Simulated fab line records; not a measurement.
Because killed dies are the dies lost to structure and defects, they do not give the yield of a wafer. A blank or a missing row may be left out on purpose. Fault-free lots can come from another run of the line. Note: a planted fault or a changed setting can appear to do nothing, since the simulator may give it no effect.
fab line records + flow nand-harc
[record]
- lots = 14
- wafers = 42
- last-day = 34
route steps=1302 shown P_M1@303 P_M2@332
lots with no fault: from the same line, run without faults
start-h: start of the lot's first displayed wafer, in hours after the record's first day + wait-h: time in hours since the lot's previous step + " unchanged from the row above + L1.1+2: a row that stands for several wafers + - no value present, or no start provided + * or withheld: withheld + < > ~ a bound
route shown NAME@n: NAME is a module with steps in the file, n the number in the route of the first one + usual: average and standard deviation across the fault-free wafers + same: alike in all rows + chamber/n: place in a boat + sites: per-site readings + _std_site: their standard deviation + _edge_site: outer sites' mean less inner sites' + radius-mm: for every site, how far away it sits from the centre of the wafer + mask NAME#n: copy n + behind: tool/chamber where the wafer was last shaped + hold: what put the lot on hold/how long, in hours/how the hold closed + device: which transistor (n, p or np) failed to switch + end of line: tests run on the same wafers once the route is complete + where a step has no rows: the recipe by itself + killed: at the first sort, the dies lost to defects and structure; wafer yield is something else + map: a wafer's dies, x killed, . not, _ none there
set.NAME: setting as actually run; set.NAME@STEP: the setting as run at that earlier step + model.NAME: the simulator's own value behind a step, which no gauge read
route steps across a sampled set of lots; one table per step, one row per wafer
services: the hour from which a tool's chamber was out of use, counted from the record's first day as start-h (under 0 if before that day), plus the number of hours and why
[[steps]]
[step NHARC_P_M1_ETCH_28]
[recipe]
- target-depth-a = 300
- over-etch-frac = 0.3
- time-s = 72.99
- ion-energy-ev = 150
- cf4-flow-sccm = 50
- n2-flow-sccm = 100
- ar-flow-sccm = 150
- rf-w = 300
- bias-w = 100
- chemistry = CF4/N2
[usual]
- chamber-pressure-mTorr = 29.998/0.026
- drypump-motor-current-A = 5.67/0.27
- oes-product-au = 1.001/0.0073
- rf-vpp-V = 314.6/2
- showerhead-plenum-p-Torr = 2.64/0.1
- throttle-valve-pct = 19.795/0.0092
| lot.wafer | tool        | chamber | start-h | wait-h | chamber-pressure-mTorr | drypump-motor-current-A | oes-product-au | rf-hours-counter-h | rf-vpp-V | showerhead-plenum-p-Torr | throttle-valve-pct |
|-----------|-------------|---------|---------|--------|------------------------|-------------------------|----------------|--------------------|----------|--------------------------|--------------------|
| L512.2    | rie-diel-04 | 0       | -       | -      | 29.993                 | 5.92                    | 0.992          | 12                 | 314.9    | 2.57                     | 19.795             |
| L512.4    | "           | 1       | "       | "      | 29.986                 | 5.40                    | 0.998          | 12                 | 312.5    | 2.52                     | 19.800             |
| L512.6    | "           | 3       | "       | "      | 29.953                 | 5.34                    | 1.013          | -                  | 315.7    | 2.72                     | 19.798             |
| L513.4    | rie-diel-04 | 3       | -       | -      | 29.987                 | 5.34                    | 0.995          | 12                 | 315.7    | 2.72                     | 19.796             |
| L513.2    | "           | 1       | "       | "      | 29.929                 | 5.38                    | 1.001          | 12                 | 312.7    | 2.52                     | 19.813             |
| L513.6    | "           | 2       | "       | "      | 30.011                 | 5.63                    | 1.012          | -                  | 315.0    | 2.65                     | 19.788             |
| L514.1    | rie-diel-12 | 3       | -       | -      | 29.981                 | 5.51                    | 0.999          | 14                 | 313.9    | 2.59                     | 19.790             |
| L514.3    | "           | 0       | "       | "      | 30.043                 | 5.45                    | 1.000          | 15                 | 315.1    | 2.64                     | 19.782             |
| L514.4    | "           | 3       | "       | "      | 29.986                 | 5.51                    | 1.005          | -                  | 314.1    | 2.59                     | 19.784             |
| L515.4    | rie-diel-13 | 2       | -       | -      | 30.015                 | 5.66                    | 1.000          | 9                  | 311.7    | 2.47                     | 19.792             |
| L515.1    | "           | 3       | "       | "      | 29.997                 | 6.08                    | 1.008          | 9                  | 316.4    | 2.62                     | 19.798             |
| L515.2    | "           | 1       | "       | "      | 30.003                 | 5.59                    | 1.013          | 10                 | 315.5    | 2.74                     | 19.796             |
| L516.1    | rie-diel-04 | 3       | -       | -      | 30.023                 | 5.31                    | 1.015          | 15                 | 316.5    | 2.72                     | 19.808             |
| L516.4    | "           | 0       | "       | "      | 30.026                 | 5.93                    | 1.002          | 17                 | 314.5    | 2.57                     | 19.788             |
| L516.6    | "           | 2       | "       | "      | 29.956                 | 5.64                    | 1.003          | -                  | 315.3    | 2.65                     | 19.805             |
| L517.2    | rie-diel-13 | 0       | -       | -      | 29.962                 | 6.02                    | 1.011          | 0                  | 317.0    | 2.81                     | 19.790             |
| L517.1    | "           | 1       | "       | "      | 29.969                 | 5.57                    | 1.005          | 0                  | 315.4    | 2.74                     | 19.813             |
| L517.6    | "           | 0       | "       | "      | 30.019                 | 6.00                    | 1.008          | -                  | 317.5    | 2.81                     | 19.800             |
| L518.4    | rie-diel-13 | 0       | -       | -      | 29.990                 | 6.02                    | 1.000          | 1                  | 317.9    | 2.81                     | 19.803             |
| L518.1    | "           | 1       | "       | "      | 30.037                 | 5.58                    | 1.008          | 1                  | 315.3    | 2.74                     | 19.810             |
| L518.6    | "           | 2       | "       | "      | 29.992                 | 5.61                    | 0.986          | -                  | 312.0    | 2.46                     | 19.795             |
| L520.1    | rie-diel-13 | 0       | -       | -      | 30.016                 | 6.00                    | 1.000          | 2                  | 320.0    | 2.81                     | 19.799             |
| L520.5    | "           | 0       | "       | "      | 29.974                 | 6.01                    | 1.002          | -                  | 316.4    | 2.81                     | 19.791             |
| L520.4    | "           | 3       | "       | "      | 29.970                 | 6.03                    | 1.008          | -                  | 312.6    | 2.62                     | 19.806             |
| L521.1    | rie-diel-12 | 3       | -       | -      | 29.982                 | 5.51                    | 1.003          | 39                 | 314.1    | 2.58                     | 19.802             |
| L521.2    | "           | 1       | "       | "      | 30.021                 | 5.65                    | 0.998          | 39                 | 315.9    | 2.72                     | 19.817             |
| L521.5    | "           | 0       | "       | "      | 29.995                 | 5.49                    | 1.011          | -                  | 314.5    | 2.63                     | 19.788             |
| L527.3    | rie-diel-04 | 3       | -       | -      | 30.028                 | 5.33                    | 0.991          | 8                  | 318.6    | 2.71                     | 19.787             |
| L527.1    | "           | 1       | "       | "      | 30.015                 | 5.39                    | 0.994          | 5                  | 312.8    | 2.51                     | 19.806             |
| L527.6    | "           | 0       | "       | "      | 29.956                 | 5.90                    | 0.995          | -                  | 313.5    | 2.56                     | 19.795             |
| L529.4    | rie-diel-04 | 1       | -       | -      | 30.023                 | 5.38                    | 1.001          | 8                  | 311.9    | 2.51                     | 19.793             |
| L529.1    | "           | 3       | "       | "      | 30.016                 | 5.32                    | 1.002          | 10                 | 315.5    | 2.71                     | 19.805             |
| L529.6    | "           | 2       | "       | "      | 30.047                 | 5.68                    | 1.000          | -                  | 313.4    | 2.65                     | 19.769             |
| L532.3    | rie-diel-04 | 1       | -       | -      | 29.970                 | 5.39                    | 1.006          | 10                 | 311.5    | 2.51                     | 19.806             |
| L532.6    | "           | 2       | "       | "      | 29.984                 | 5.65                    | 1.001          | -                  | 314.9    | 2.65                     | 19.794             |
| L532.5    | "           | 3       | "       | "      | 29.993                 | 5.33                    | 1.004          | -                  | 316.2    | 2.71                     | 19.785             |
| L534.2    | rie-diel-12 | 0       | -       | -      | 29.986                 | 5.47                    | 1.016          | 18                 | 315.8    | 2.61                     | 19.796             |
| L534.6    | "           | 0       | "       | "      | 30.006                 | 5.47                    | 1.007          | -                  | 313.7    | 2.61                     | 19.788             |
| L534.4    | "           | 2       | "       | "      | 29.994                 | 5.22                    | 1.019          | -                  | 312.5    | 2.58                     | 19.793             |
| L535.4    | rie-diel-13 | 3       | -       | -      | 29.995                 | 6.06                    | 0.991          | -                  | 313.6    | 2.61                     | 19.798             |
| L535.6    | "           | 0       | "       | "      | 29.946                 | 6.01                    | 0.998          | -                  | 317.4    | 2.81                     | 19.806             |
| L535.5    | "           | 2       | "       | "      | 30.027                 | 5.64                    | 0.995          | -                  | 311.5    | 2.46                     | 19.796             |
[step NHARC_P_M1_ANNEAL_31]
[recipe]
- temp-c = 225
- time-s = 90
[usual]
- anneal-temp-c = 224.98/0.16
- wafer_temp_C_max = 225.76/0.26
| lot.wafer | tool          | chamber | start-h | wait-h | anneal-temp-c | wafer_temp_C_max |
|-----------|---------------|---------|---------|--------|---------------|------------------|
| L512.2    | rtp-anneal-01 | 0       | 133.17  | -      | 225.10        | 226.01           |
| L512.4    | "             | 0       | "       | "      | 225.00        | 225.91           |
| L512.6    | "             | 0       | "       | "      | 225.03        | 226.11           |
| L513.2    | rtp-anneal-02 | 0       | 133.50  | 0.4    | 225.09        | 225.51           |
| L513.4    | "             | 0       | "       | "      | 225.08        | 225.60           |
| L513.6    | "             | 0       | "       | "      | 224.79        | 225.34           |
| L514.1    | rtp-anneal-02 | 0       | 144.91  | 0.3    | 225.12        | 225.65           |
| L514.3    | "             | 0       | "       | "      | 225.00        | 225.55           |
| L514.4    | "             | 0       | "       | "      | 224.94        | 225.71           |
| L515.1    | rtp-anneal-01 | 0       | 157.98  | -      | 224.72        | 225.78           |
| L515.2    | "             | 0       | "       | "      | 224.92        | 225.94           |
| L515.4    | "             | 0       | "       | "      | 224.94        | 225.99           |
| L516.1    | rtp-anneal-02 | 0       | 169.22  | -      | 225.15        | 225.67           |
| L516.4    | "             | 0       | "       | "      | 225.09        | 225.49           |
| L516.6    | "             | 0       | "       | "      | 225.07        | 225.71           |
| L517.1    | rtp-anneal-01 | 0       | 177.07  | 0.3    | 225.04        | 226.05           |
| L517.2    | "             | 0       | "       | "      | 224.94        | 226.13           |
| L517.6    | "             | 0       | "       | "      | 225.13        | 226.23           |
| L518.1    | rtp-anneal-01 | 0       | 192.46  | 0.3    | 224.92        | 225.80           |
| L518.4    | "             | 0       | "       | "      | 225.14        | 225.67           |
| L518.6    | "             | 0       | "       | "      | 225.11        | 225.70           |
| L520.1    | rtp-anneal-01 | 0       | 207.35  | -      | 224.71        | 225.62           |
| L520.4    | "             | 0       | "       | "      | 224.82        | 225.77           |
| L520.5    | "             | 0       | "       | "      | 224.70        | 225.85           |
| L521.1    | rtp-anneal-02 | 0       | 231.89  | 0.3    | 224.88        | 225.56           |
| L521.2    | "             | 0       | "       | "      | 224.80        | 225.36           |
| L521.5    | "             | 0       | "       | "      | 224.75        | 225.45           |
| L527.1    | rtp-anneal-01 | 0       | 282.14  | 0.4    | 225.17        | 226.23           |
| L527.3    | "             | 0       | "       | "      | 225.29        | 226.14           |
| L527.6    | "             | 0       | "       | "      | 225.16        | 225.95           |
| L529.1    | rtp-anneal-02 | 0       | 297.99  | 0.4    | 225.15        | 225.76           |
| L529.4    | "             | 0       | "       | "      | 224.99        | 225.69           |
| L529.6    | "             | 0       | "       | "      | 225.21        | 225.51           |
| L532.3    | rtp-anneal-01 | 0       | 330.57  | -      | 224.73        | 226.04           |
| L532.5    | "             | 0       | "       | "      | 224.72        | 225.96           |
| L532.6    | "             | 0       | "       | "      | 225.16        | 226.11           |
| L534.2    | rtp-anneal-01 | 0       | 348.66  | -      | 225.03        | 225.90           |
| L534.4    | "             | 0       | "       | "      | 224.91        | 225.94           |
| L534.6    | "             | 0       | "       | "      | 224.67        | 226.23           |
| L535.4    | rtp-anneal-02 | 0       | 360.11  | -      | 224.83        | 225.78           |
| L535.5    | "             | 0       | "       | "      | 224.94        | 225.91           |
| L535.6    | "             | 0       | "       | "      | 224.76        | 225.55           |
[step NHARC_P_M2_ETCH_35]
[recipe]
- target-depth-a = 400
- overetch-a = 120
- time-s = 43.94
- ion-energy-ev = 200
- n2-flow-sccm = 150
- h2-flow-sccm = 150
- ar-flow-sccm = 0
- rf-w = 400
- bias-w = 150
- chemistry = N2/H2
[usual]
- chamber-pressure-mTorr = 30.003/0.029
- drypump-motor-current-A = 5.8/0.41
- oes-product-au = 1.002/0.0079
- rf-vpp-V = 429.2/1.7
- showerhead-plenum-p-Torr = 1.99/0.051
- throttle-valve-pct = 14.171/0.0095
| lot.wafer | tool        | chamber | start-h | wait-h | chamber-pressure-mTorr | drypump-motor-current-A | oes-product-au | rf-hours-counter-h | rf-vpp-V | showerhead-plenum-p-Torr | throttle-valve-pct |
|-----------|-------------|---------|---------|--------|------------------------|-------------------------|----------------|--------------------|----------|--------------------------|--------------------|
| L512.2    | rie-diel-10 | 2       | 135.46  | 0.1    | 29.993                 | 5.1                     | 1.005          | 3.1                | 430.3    | 2.03                     | 14.177             |
| L512.4    | "           | 0       | "       | "      | 29.968                 | 6.0                     | 0.999          | 2.7                | 429.6    | 2.01                     | 14.166             |
| L512.6    | "           | 1       | "       | "      | 30.001                 | 5.6                     | 0.985          | -                  | 428.5    | 1.97                     | 14.170             |
| L513.2    | rie-diel-11 | 2       | 135.82  | 0.1    | 29.980                 | 6.1                     | 1.006          | 1.7                | 430.1    | 2.02                     | 14.167             |
| L513.6    | "           | 1       | "       | "      | 29.999                 | 5.8                     | 1.003          | -                  | 430.0    | 1.99                     | 14.171             |
| L513.4    | "           | 2       | "       | "      | 30.053                 | 6.2                     | 1.002          | -                  | 430.7    | 2.02                     | 14.163             |
| L514.1    | rie-diel-10 | 3       | 147.40  | 0.1    | 30.023                 | 6.3                     | 1.005          | 4.3                | 428.0    | 1.98                     | 14.179             |
| L514.4    | "           | 0       | "       | "      | 29.984                 | 6.0                     | 1.006          | 3.6                | 429.0    | 2.01                     | 14.165             |
| L514.3    | "           | 1       | "       | "      | 29.995                 | 5.6                     | 0.992          | 3.4                | 427.7    | 1.97                     | 14.167             |
| L515.4    | rie-diel-02 | 1       | 160.46  | 0.1    | 29.989                 | 5.7                     | 0.994          | 7.7                | 428.1    | 1.93                     | 14.152             |
| L515.2    | "           | 2       | "       | "      | 30.047                 | 5.8                     | 1.006          | 6.3                | 427.6    | 1.91                     | 14.164             |
| L515.1    | "           | 3       | "       | "      | 30.018                 | 5.6                     | 1.005          | 6.8                | 431.7    | 2.02                     | 14.174             |
| L516.1    | rie-diel-10 | 3       | 171.71  | 0.1    | 29.978                 | 6.3                     | 0.993          | 5.3                | 426.6    | 1.98                     | 14.182             |
| L516.4    | "           | 0       | "       | "      | 30.060                 | 6.0                     | 1.004          | 4.5                | 431.0    | 2.01                     | 14.170             |
| L516.6    | "           | 1       | "       | "      | 30.045                 | 5.6                     | 0.990          | -                  | 426.8    | 1.97                     | 14.159             |
| L517.2    | rie-diel-10 | 0       | 179.42  | 0.1    | 29.992                 | 6.0                     | 1.006          | 4.7                | 430.7    | 2.01                     | 14.177             |
| L517.1    | "           | 1       | "       | "      | 30.045                 | 5.6                     | 0.999          | 4.2                | 428.5    | 1.97                     | 14.188             |
| L517.6    | "           | 2       | "       | "      | 30.016                 | 5.1                     | 1.007          | -                  | 430.7    | 2.02                     | 14.162             |
| L518.4    | rie-diel-10 | 0       | 194.96  | 0.1    | 30.005                 | 6.1                     | 1.017          | 6.2                | 431.1    | 2.01                     | 14.179             |
| L518.1    | "           | 1       | "       | "      | 30.008                 | 5.6                     | 0.990          | 5.7                | 429.2    | 1.97                     | 14.174             |
| L518.6    | "           | 2       | "       | "      | 29.989                 | 5.1                     | 1.012          | -                  | 430.2    | 2.02                     | 14.194             |
| L520.1    | rie-diel-10 | 2       | 209.73  | 0.1    | 30.010                 | 5.1                     | 0.997          | 7.5                | 430.3    | 2.02                     | 14.166             |
| L520.4    | "           | 1       | "       | "      | 30.018                 | 5.6                     | 1.002          | -                  | 428.5    | 1.97                     | 14.157             |
| L520.5    | "           | 2       | "       | "      | 29.988                 | 5.1                     | 1.001          | -                  | 431.4    | 2.02                     | 14.170             |
| L521.1    | rie-diel-02 | 1       | 234.34  | 0.1    | 29.985                 | 5.6                     | 1.011          | 0.8                | 428.1    | 1.93                     | 14.163             |
| L521.2    | "           | 3       | "       | "      | 30.026                 | 5.6                     | 0.995          | 0.4                | 429.4    | 2.01                     | 14.161             |
| L521.5    | "           | 1       | "       | "      | 29.969                 | 5.7                     | 1.008          | -                  | 428.0    | 1.93                     | 14.171             |
| L527.3    | rie-diel-02 | 2       | 284.52  | 0.1    | 30.022                 | 5.8                     | 1.022          | 1.9                | 428.4    | 1.91                     | 14.179             |
| L527.1    | "           | 0       | "       | "      | 29.981                 | 6.4                     | 1.011          | 1.7                | 429.6    | 2.02                     | 14.167             |
| L527.6    | "           | 2       | "       | "      | 30.015                 | 5.8                     | 1.018          | -                  | 427.3    | 1.91                     | 14.176             |
| L529.1    | rie-diel-02 | 2       | 300.45  | 0.1    | 29.983                 | 5.8                     | 1.007          | 3.5                | 426.6    | 1.91                     | 14.182             |
| L529.4    | "           | 0       | "       | "      | 30.024                 | 6.4                     | 0.991          | 3.1                | 429.5    | 2.02                     | 14.158             |
| L529.6    | "           | 2       | "       | "      | 29.967                 | 5.8                     | 1.005          | -                  | 426.0    | 1.91                     | 14.156             |
| L532.3    | rie-diel-10 | 0       | 332.84  | 0.1    | 30.015                 | 6.0                     | 1.000          | 3.8                | 428.8    | 2.01                     | 14.162             |
| L532.6    | "           | 1       | "       | "      | 29.970                 | 5.6                     | 1.003          | -                  | 429.0    | 1.96                     | 14.177             |
| L532.5    | "           | 2       | "       | "      | 29.985                 | 5.1                     | 1.004          | -                  | 430.0    | 2.02                     | 14.182             |
| L534.4    | rie-diel-11 | 0       | 351.24  | 0.1    | 29.973                 | 6.4                     | 1.005          | 4.0                | 432.2    | 2.13                     | 14.171             |
| L534.2    | "           | 3       | "       | "      | 30.021                 | 4.7                     | 1.013          | 5.4                | 430.9    | 2.07                     | 14.168             |
| L534.6    | "           | 1       | "       | "      | 30.002                 | 5.8                     | 1.009          | -                  | 428.7    | 1.99                     | 14.175             |
| L535.4    | rie-diel-10 | 1       | 362.31  | 0.1    | 30.000                 | 5.7                     | 1.012          | 6.1                | 429.2    | 1.96                     | 14.171             |
| L535.6    | "           | 1       | "       | "      | 29.909                 | 5.6                     | 1.008          | -                  | 429.7    | 1.96                     | 14.171             |
| L535.5    | "           | 2       | "       | "      | 29.970                 | 5.1                     | 1.013          | -                  | 430.0    | 2.02                     | 14.167             |
[step NHARC_P_M2_ETCH_15]
[recipe]
- target-depth-a = 1825
- time-s = 91.2
- c4f8-flow-sccm = withheld
- ar-flow-sccm = 400
- rf-w = 600
- bias-w = 300
- chemistry = C4F8/Ar
[usual]
- chamber-pressure-mTorr = 25.000/0.023
- oes-product-au = 0.946/0.022
- rf-vpp-V = 439.5/1.6
| lot.wafer | tool        | chamber | start-h | wait-h | chamber-pressure-mTorr | oes-product-au | rf-hours-counter-h | rf-vpp-V |
|-----------|-------------|---------|---------|--------|------------------------|----------------|--------------------|----------|
| L512.2    | rie-diel-10 | 2       | 135.54  | -      | 25.003                 | 0.978          | 3.1                | 440.5    |
| L512.4    | "           | 3       | "       | "      | 25.005                 | 0.954          | 3.3                | 438.8    |
| L512.6    | "           | 3       | "       | "      | 24.949                 | 0.954          | -                  | 439.2    |
| L513.2    | rie-diel-11 | 1       | 135.91  | -      | 24.997                 | 0.937          | 1.9                | 440.6    |
| L513.4    | "           | 0       | "       | "      | 25.006                 | 0.966          | -                  | 443.7    |
| L513.6    | "           | 2       | "       | "      | 24.995                 | 0.920          | -                  | 439.7    |
| L514.1    | rie-diel-10 | 2       | 147.48  | -      | 24.947                 | 0.983          | 4.1                | 441.7    |
| L514.4    | "           | 3       | "       | "      | 24.978                 | 0.962          | 4.3                | 438.8    |
| L514.3    | "           | 1       | "       | "      | 25.027                 | 0.977          | 3.4                | 440.1    |
| L515.4    | rie-diel-02 | 1       | 160.55  | -      | 25.047                 | 0.921          | 7.7                | 437.8    |
| L515.1    | "           | 2       | "       | "      | 25.034                 | 0.911          | 6.4                | 438.4    |
| L515.2    | "           | 3       | "       | "      | 24.990                 | 0.918          | 6.9                | 439.7    |
| L516.1    | rie-diel-10 | 2       | 171.80  | -      | 24.978                 | 0.932          | 4.8                | 441.3    |
| L516.4    | "           | 0       | "       | "      | 24.980                 | 0.934          | 4.5                | 440.5    |
| L516.6    | "           | 2       | "       | "      | 24.991                 | 0.937          | -                  | 441.0    |
| L517.2    | rie-diel-10 | 2       | 179.50  | -      | 24.981                 | 0.977          | 5.0                | 439.7    |
| L517.1    | "           | 3       | "       | "      | 24.995                 | 0.966          | 5.5                | 441.2    |
| L517.6    | "           | 2       | "       | "      | 24.982                 | 0.971          | -                  | 441.4    |
| L518.4    | rie-diel-10 | 3       | 195.05  | -      | 25.017                 | 0.961          | 7.4                | 439.9    |
| L518.1    | "           | 0       | "       | "      | 25.023                 | 0.969          | 6.2                | 439.7    |
| L518.6    | "           | 1       | "       | "      | 25.008                 | 0.977          | -                  | 439.7    |
| L520.1    | rie-diel-10 | 1       | 209.82  | -      | 25.013                 | 0.960          | 6.2                | 438.7    |
| L520.4    | "           | 2       | "       | "      | 24.976                 | 0.970          | -                  | 439.1    |
| L520.5    | "           | 3       | "       | "      | 24.999                 | 0.959          | -                  | 438.7    |
| L521.1    | rie-diel-02 | 1       | 234.43  | -      | 24.959                 | 0.957          | 0.8                | 436.9    |
| L521.2    | "           | 0       | "       | "      | 24.993                 | 0.970          | 0.7                | 439.7    |
| L521.5    | "           | 2       | "       | "      | 25.002                 | 0.957          | -                  | 438.0    |
| L527.1    | rie-diel-02 | 1       | 284.60  | -      | 25.034                 | 0.939          | 2.0                | 437.3    |
| L527.3    | "           | 0       | "       | "      | 25.030                 | 0.850          | 1.7                | 440.2    |
| L527.6    | "           | 1       | "       | "      | 24.981                 | 0.853          | -                  | 439.3    |
| L529.4    | rie-diel-02 | 2       | 300.54  | -      | 25.011                 | 0.928          | 3.6                | 436.0    |
| L529.1    | "           | 3       | "       | "      | 24.998                 | 0.935          | 2.7                | 440.7    |
| L529.6    | "           | 3       | "       | "      | 24.970                 | 0.841          | -                  | 440.1    |
| L532.3    | rie-diel-10 | 1       | 332.92  | -      | 25.020                 | 0.959          | 3.9                | 437.8    |
| L532.6    | "           | 0       | "       | "      | 25.001                 | 0.974          | -                  | 439.9    |
| L532.5    | "           | 1       | "       | "      | 25.001                 | 0.955          | -                  | 438.9    |
| L534.2    | rie-diel-11 | 2       | 351.34  | -      | 24.963                 | 0.921          | 5.0                | 440.7    |
| L534.4    | "           | 3       | "       | "      | 25.015                 | 0.923          | 5.5                | 442.4    |
| L534.6    | "           | 2       | "       | "      | 24.979                 | 0.923          | -                  | 439.8    |
| L535.4    | rie-diel-10 | 1       | 362.41  | -      | 24.962                 | 0.925          | 6.2                | 438.0    |
| L535.6    | "           | 3       | "       | "      | 25.028                 | 0.921          | -                  | 440.6    |
| L535.5    | "           | 0       | "       | "      | 24.991                 | 0.932          | -                  | 439.4    |
[[services]]
| tool        | chamber | start-h | hours | kind   |
|-------------|---------|---------|-------|--------|
| rie-diel-13 | 0       | 122.67  | 8.0   | repair |
| rie-diel-04 | -       | 129.06  | 0.9   | repair |
| rie-diel-04 | 0       | 144.04  | 2.7   | repair |
| rie-diel-04 | 3       | 146.45  | 7.3   | repair |
| rie-diel-02 | 3       | 152.18  | 4.7   | repair |
| rie-diel-13 | -       | 162.07  | 0.6   | repair |
| rie-diel-13 | -       | 165.00  | 9.0   | pm     |
| rie-diel-04 | -       | 178.27  | 9.0   | pm     |
| rie-diel-02 | -       | 180.23  | 0.7   | repair |
| rie-diel-02 | 3       | 195.65  | 4.1   | repair |
| rie-diel-13 | 2       | 202.62  | 4.1   | repair |
| rie-diel-10 | 0       | 206.57  | 8.4   | repair |
| rie-diel-04 | 0       | 211.86  | 3.5   | repair |
| rie-diel-13 | 3       | 212.79  | 2.7   | repair |
| rie-diel-04 | 1       | 213.69  | 22.4  | repair |
| rie-diel-10 | -       | 215.92  | 0.5   | repair |
| rie-diel-02 | -       | 216.70  | 9.0   | pm     |
| rie-diel-10 | -       | 242.50  | 9.0   | pm     |
| rie-diel-13 | 2       | 246.96  | 23.0  | repair |
| rie-diel-13 | 0       | 274.15  | 5.0   | repair |
| rie-diel-04 | 2       | 306.28  | 4.5   | repair |
| rie-diel-02 | -       | 317.65  | 0.4   | repair |
| rie-diel-10 | -       | 349.07  | 0.6   | repair |
| rie-diel-04 | -       | 355.27  | 9.0   | pm     |
[[key]]
[first-sign]
- step = NHARC_P_M2_ETCH_15
- reading = oes-product-au
- direction = down
- sigmas = 4.5
- usual = 0.946
- struck = 0.848
effect none on later readings
met-at NHARC_P_M2_ETCH_15
struck-lots L527,L529
struck-wafers L527.3,L527.6,L529.6
sort-left-out L527.3,L527.6,L529.6
not-acting-at NHARC_P_M1_ETCH_28,NHARC_P_M1_ANNEAL_31,NHARC_P_M2_ETCH_35
onset-between 234.43 284.60
[fault]
- kind = process-parameter-drift
- tool = rie-diel-02
- chamber = -
- onset-h = 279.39
- steps = NHARC_P_M2_ETCH_15
- channel = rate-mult
- offset = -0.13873
- shape = step
- end-h = 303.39
- scope = struck-wafers-only
// sort-left-out: the simulated sort isn't trusted on such a fault, so these wafers' sort isn't shown, and their yield isn't known
